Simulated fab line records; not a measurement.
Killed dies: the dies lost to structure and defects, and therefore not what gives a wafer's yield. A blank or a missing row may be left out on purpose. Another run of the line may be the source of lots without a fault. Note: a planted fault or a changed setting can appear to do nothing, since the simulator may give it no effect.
Which tool did it? | flow n5-finfet | 42 wafers sampled from 14 lots at 1 step of a route of 1938

== WHAT THE GAUGES READ, wafer by wafer ==
N5_BEOL_M9_INSPECT_13: inspects for defects (brightfield).
lot  | measured     | on                | raw-defect-count
L742 | day 9 18:27  | defect-inspect-01 | 350 428 405
L743 | day 9 21:18  | defect-inspect-02 | 608 505 654
L744 | day 10 02:32 | defect-inspect-01 | 416 527 473
L745 | day 10 14:24 | defect-inspect-02 | 454 570 452
L746 | day 10 17:41 | defect-inspect-01 | 367 578 301
L750 | day 11 14:34 | defect-inspect-02 | 367 511 409
L749 | day 11 21:44 | defect-inspect-02 | 385 336 344
L751 | day 12 06:22 | defect-inspect-01 | 412 482 440
L752 | day 12 09:54 | defect-inspect-02 | 625 489 523
L753 | day 12 13:13 | defect-inspect-02 | 218 260 276
L754 | day 12 17:33 | defect-inspect-02 | 400 481 409
L761 | day 14 13:52 | defect-inspect-02 | 583 377 367
L763 | day 14 21:29 | defect-inspect-02 | 363 583 489
L764 | day 15 04:42 | defect-inspect-01 | 314 407 301

== WHICH TOOL RAN EACH LOT (tool, then ch and the chambers of the sampled wafers, then the start) ==
Record: no process step prior to these readings.

== WHAT THE TOOLS THEMSELVES READ (means of the sampled wafers that have a number; where no wafer has one, the mark that the record gives instead) ==
The record holds no such reading with a usual standard deviation.

== THE ANSWER, worked out from the rows above alone ==
Rule: the lots themselves supply what counts as usual. Put in order of their means at a reading, lots are off if they are a third of the lots or fewer, leave a main group of 4 or more, and stand apart from it by a gap of 3 or more times the standard deviation of the main group's means; of several such gaps the widest counts. A main group whose means are all the same, to the digits that the tables above print for the reading, isn't used. Also off: a lot with no number at a reading for which 4 or more lots have one. Where the step has rows for the other lots, those lots are counted as sound. Order of review: gauges by route order, followed by the tools' own readings, for which a lot's mean as printed above is used. At the first step where some lot is off, the reading lying furthest off is the one used; lots without a number count as furthest.
None of the lots is off at any reading shown; this tells nothing.

== WHAT THE SIMULATOR HAD PUT IN ==
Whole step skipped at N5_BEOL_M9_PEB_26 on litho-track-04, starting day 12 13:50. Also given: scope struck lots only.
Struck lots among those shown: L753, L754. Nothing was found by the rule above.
